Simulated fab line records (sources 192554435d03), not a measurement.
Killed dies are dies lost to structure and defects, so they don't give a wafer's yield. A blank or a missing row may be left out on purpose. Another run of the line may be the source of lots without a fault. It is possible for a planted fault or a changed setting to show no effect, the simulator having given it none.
2 desks, one fault -- flow n5Finfet -- each desk has only its own numbers; what lay behind them comes last

## AT THE TOOL OWNER'S DESK: rieDiel-04
The tool's own readings at N5_PMOS_HMC_CHANNEL_EPI_HM_OPEN_15 (chemistry CHF3/O2, target SiO2, target depth 40.6 nm, time 20.3 s): means of the sampled wafers that have a number, for each lot that ran on this tool. A lot is out of limits, marked OUT, if its mean lies more than 4 standard deviations from the usual mean; the brackets give that distance.
Columns: A = chamberPressureMTorr at N5_PMOS_HMC_CHANNEL_EPI_HM_OPEN_15, usual 29.996 mTorr; B = drypumpMotorCurrentA at N5_PMOS_HMC_CHANNEL_EPI_HM_OPEN_15, usual 5.5 A; C = oesProductAu at N5_PMOS_HMC_CHANNEL_EPI_HM_OPEN_15, usual 0.75 a.u.; D = rfVppV at N5_PMOS_HMC_CHANNEL_EPI_HM_OPEN_15, usual 527 V; E = showerheadPlenumPTorr at N5_PMOS_HMC_CHANNEL_EPI_HM_OPEN_15, usual 2.40 Torr; F = throttleValvePct at N5_PMOS_HMC_CHANNEL_EPI_HM_OPEN_15, usual 19.0 %
lot,first seen here,A,B,C,D,E,F
L874,day 1 18:10,29.994,6.0,0.77,538,2.48,18.8
L875,day 1 23:31,29.978,6.1,0.75,531,2.44,19.0
L876,day 2 05:22,29.974,6.4,0.80,547,2.44,18.7
L877,day 2 12:28,29.999,6.1,0.75,531,2.43,19.0
L882,day 3 17:49,30.001,5.7,0.77,540,2.48,18.7
L891,day 5 23:17,30.013,6.0,0.73,531,2.42,19.0
Result from this desk: across the 6 lots, nothing is out of limits.

## AT THE METROLOGY DESK
Lot by lot, what the gauges showed, no matter which tool ran the lot: averages of those sampled wafers that carry a number. A lot is out of limits, marked OUT, if its mean lies more than 4 standard deviations from the usual mean; the brackets give that distance.
Columns: A = MIM_TOP_OVL at N5_MIM_TOP_LITHO_OVL_MEAS_11, usual -4 nm
lot,first seen here,A
L874,day 12 20:09,-11
L875,day 13 02:07,1
L877,day 13 07:35,13
L876,day 13 09:37,-7
L879,day 13 20:07,-1
L882,day 14 10:17,-6
L883,day 14 20:16,-9
L884,day 14 20:43,-7
L891,day 16 06:51,-2
L897,day 18 15:15,1
L896,day 18 18:37,-1
Result from this desk: across the 11 lots, nothing is out of limits.

## ALL TOGETHER
Nothing out of limits was seen by the tool owner's desk.
The metrology desk saw nothing out of limits.

## WHAT WAS PUT IN BY THE SIMULATOR
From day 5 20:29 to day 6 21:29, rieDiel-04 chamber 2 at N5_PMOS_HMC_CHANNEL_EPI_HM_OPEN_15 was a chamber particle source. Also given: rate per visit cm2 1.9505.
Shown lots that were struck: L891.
